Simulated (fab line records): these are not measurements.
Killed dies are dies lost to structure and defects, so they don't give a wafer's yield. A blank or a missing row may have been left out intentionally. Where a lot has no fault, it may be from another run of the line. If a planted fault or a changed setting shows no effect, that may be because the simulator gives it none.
Matching of chambers || flow n5 finfet || N5_FIN_SAQP_SPACER2_ETCHBACK_29 on rie diel-01: 4 sister chambers
The step etches SiO2 in CHF3/O2, target depth 12.2 nm, time 6.1 s. 4 wafers are shown with their chamber, then 9 later ones without.

== EACH WAFER AND ITS CHAMBER ==
{"wafer": "L078.4", "chamber": 2, "drypump motor current A (A)": 6.2}
{"wafer": "L091.2", "chamber": 3, "drypump motor current A (A)": 5.1}
{"wafer": "L091.4", "chamber": 1, "drypump motor current A (A)": 5.9}
{"wafer": "L091.6", "chamber": 0, "drypump motor current A (A)": 6.2}

== WAFERS WHOSE CHAMBER IS MISSING ==
{"wafer": "L092.2", "drypump motor current A (A)": 6.0}
{"wafer": "L092.5", "drypump motor current A (A)": 5.9}
{"wafer": "L092.6", "drypump motor current A (A)": 5.1}
{"wafer": "L095.1", "drypump motor current A (A)": 6.2}
{"wafer": "L095.5", "drypump motor current A (A)": 6.2}
{"wafer": "L095.6", "drypump motor current A (A)": 6.2}
{"wafer": "L097.1", "drypump motor current A (A)": 5.9}
{"wafer": "L097.4", "drypump motor current A (A)": 6.2}
{"wafer": "L097.5", "drypump motor current A (A)": 5.9}

== WHICH CHAMBER EACH ONE RAN IN ==
{"wafer": "L092.2", "from the rows above": 1, "in truth": 1}
{"wafer": "L092.5", "from the rows above": 1, "in truth": 1}
{"wafer": "L092.6", "from the rows above": 3, "in truth": 3}
{"wafer": "L095.1", "from the rows above": "can't be placed: 0 or 2", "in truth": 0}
{"wafer": "L095.5", "from the rows above": "can't be placed: 0 or 2", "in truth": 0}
{"wafer": "L095.6", "from the rows above": "can't be placed: 0 or 2", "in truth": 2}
{"wafer": "L097.1", "from the rows above": 1, "in truth": 1}
{"wafer": "L097.4", "from the rows above": "can't be placed: 0 or 2", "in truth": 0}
{"wafer": "L097.5", "from the rows above": 1, "in truth": 1}
Correct placement for 5 of the 9. These rows do not allow placing 4 (true chamber among the candidates in 4). Wrongly placed: 0.
How it was worked out, from the rows above alone: a wafer's distance from a chamber is the root of the sum, over the readings, of the square of ((its reading less the chamber's mean) divided by the reading's scatter). If the next closest chamber is less than 2 further off than the closest, the wafer can't be placed; otherwise it belongs to the closest. A chamber's mean is the mean of its shown wafers. The scatter: with one shown wafer a chamber, the root of the mean of the squares of how far each hidden wafer lies from its nearest shown one.
